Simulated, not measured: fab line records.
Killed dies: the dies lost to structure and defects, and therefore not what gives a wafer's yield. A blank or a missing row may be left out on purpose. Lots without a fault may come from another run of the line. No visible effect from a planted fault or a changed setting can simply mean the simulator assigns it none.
A struck lot beside a sound one | flow n5Finfet | 37 steps out of a route of 1938
Sound: these wafers, L760.3, L760.4, L760.6. Wafers L751.4, L751.5, L751.6 were the ones struck. At the end, the cause is stated.
For every step that has rows: the tool of each side, followed by ch and its chambers, followed by its first start. Under that, the readings that differ: sound wafers | struck wafers | difference of the means | sigmas: that difference in standard deviations of wafers without a fault.
alike: a reading whose means differ by less than 2 such deviations, as well as words and numbers matching on both sides. not compared: withheld readings; readings where some wafer has no value; bounds like >300 that might hide an equal value; numbers whose values overlap and for which the record gives no deviation.
Wherever a step has rows on one side only, a row that says differs or no value, or a row with sigmas, the two part there. Non-overlapping numbers with no deviation appear without sigmas and do not part them. Lack of a reading on every wafer of one side parts them only where that side has two or more wafers.

first, 12 steps without rows for these wafers: N5_BEOL_M1_SPUTTER_86 (material Cu, target thk 4.5 nm, time 8.29 s); N5_BEOL_M1_ANNEAL_87 (time 240 s); N5_BEOL_M1_SPUTTER_88 (material Cu, target thk 4.5 nm, time 8.29 s); N5_BEOL_M1_ANNEAL_89 (time 240 s); N5_BEOL_M1_SPUTTER_90 (material Cu, target thk 4.5 nm, time 8.29 s); N5_BEOL_M1_ANNEAL_91 (time 240 s); N5_BEOL_M1_SPUTTER_92 (material Cu, target thk 4.5 nm, time 8.29 s); N5_BEOL_M1_ANNEAL_93 (time 240 s); N5_BEOL_M1_SPUTTER_94 (material Cu, target thk 4.5 nm, time 8.29 s); N5_BEOL_M1_ANNEAL_95 (time 240 s); N5_BEOL_M1_SPUTTER_96 (material Cu, target thk 4.5 nm, time 8.29 s); N5_BEOL_M1_ECD_50 (material Cu, target thk 300 nm).
N5_BEOL_M1_ANNEAL_51: time 90 s.
  sound on rtpAnneal-01 ch 0, day 10 21:46; struck on rtpAnneal-02, day 8 16:57
  no value came back on the struck wafers for annealTempC (C), annealTempCMax, wafer_temp_C_max; on the sound wafers annealTempC (C) reads 225.04 224.97 225.04
N5_BEOL_M1_CMP_52: polishes, stops on SiOC, t overpolish 6.8 s, target thk 40 nm.
  sound on cmp-01 ch 1,3, day 10 21:58; struck on cmp-02 ch 0,3, day 8 17:07
reading                   | sound          | struck         | difference | sigmas
barrierFieldEndpointS (s) | 24.5 24.4 24.8 | 29.8 31.1 29.8 | +5.7       | +10
timeToEndpointS (s)       | 62.9 61.6 61.6 | 80.8 80.1 81.9 | +18.9      | +8
  alike: clearingPlatenRpm, headPressurePsi, motorCurrentA, overpolishRunS
then, 21 steps without rows for these wafers: N5_BEOL_M1_PRE_CLEAN_60 (time 15 s); N5_BEOL_M1_CO_CAP_55 (material Co, precursor CCTBA/H2, target thk 2 nm, time 102.1 s); N5_BEOL_M1_PRE_CLEAN_56 (time 15 s); N5_BEOL_M1_DEP_57 (deposits SiCN from 3MS/NH3, target thk 8 nm, time 14 s); N5_BEOL_M2_ILD_DEP_00 (deposits SiOC from DEMS/O2, target thk 79 nm, time 15.3 s); N5_BEOL_M2_PECVD_72 (deposits SiO2 from TEOS/O2, target thk 16 nm, time 18 s); N5_BEOL_M2_HM_DEP_02 (deposits TiN, target thk 20 nm); N5_BEOL_M2_COAT_61 (time 60 s, resist thk 60 nm); N5_BEOL_M2_COAT_62 (time 60 s, resist thk 12 nm); N5_BEOL_M2_COAT_73 (time 60 s, resist thk 5 nm); N5_BEOL_M2_COAT_05 (resist thk 30 nm); N5_BEOL_M2_EBR_07; N5_BEOL_M2_SOFTBAKE_06 (time 60 s); N5_BEOL_M2_EXPOSE_08 (exposes mask M2); N5_BEOL_M2_PEB_09 (peb time 60 s); N5_BEOL_M2_DEVELOP_10 (develop time 30 s); N5_BEOL_M2_DESCUM_16 (chemistry O2, time 7 s); N5_BEOL_M2_ETCH_74 (etches underlayer in N2/H2, target depth 6.5 nm, time 5.2 s); N5_BEOL_M2_ETCH_63 (etches SiARC in CF4, target depth 15.6 nm, time 26 s); N5_BEOL_M2_ETCH_64 (etches SOC in N2/H2, target depth 75 nm, overetch 22.5 nm, time 121.9 s); N5_BEOL_M2_STRIP_65 (strips in N2/H2).
N5_BEOL_M4_RC_MEAS_101:
  sound on prober-02 ch 0, day 12 06:36; struck on prober-02 ch 0, day 10 08:33
  alike: DIBL_N, DIBL_P, IOFF_N, IOFF_P, ION_N, ION_P, SS_N, SS_P, VT_N, VT_P
  not compared: COMB_M1_max_site
-- here the record skips 4 days between the struck wafers' starts before and after, leaving off in module BEOL_M4 and picking up in module PASSIVATION (first step shown: number 1936 of the route) --
N5_PASSIVATION_PROBE_49:
  sound on prober-02, day 16 14:45; struck on prober-01, day 14 19:26
reading                | sound          | struck         | difference | sigmas
defectLimitedYield (%) | 92.1 92.2 92.6 | 41.4 41.4 49.1 | -48.3      | -32
killed_at_M0_to_M3     | 25 33 30       | 646 649 551    | +586       | +62
killedDies             | 93 92 87       | 692 691 601    | +571       | +34
sortNPass              | 1087 1088 1093 | 488 489 579    | -571       | -34
sortYieldPct (%)       | 92.1 92.2 92.6 | 41.4 41.4 49.1 | -48.3      | -32
  alike: killed_at_M4_up, killedAtContacts, killedAtFrontEnd, killedAtOther, killedOpen, killedShort, sort_bin_5_function, sort_bin_6_memory

WHERE THEY PART
First at N5_BEOL_M1_ANNEAL_51; last, within this record, at N5_PASSIVATION_PROBE_49.

WHY: what had been put in by the simulator
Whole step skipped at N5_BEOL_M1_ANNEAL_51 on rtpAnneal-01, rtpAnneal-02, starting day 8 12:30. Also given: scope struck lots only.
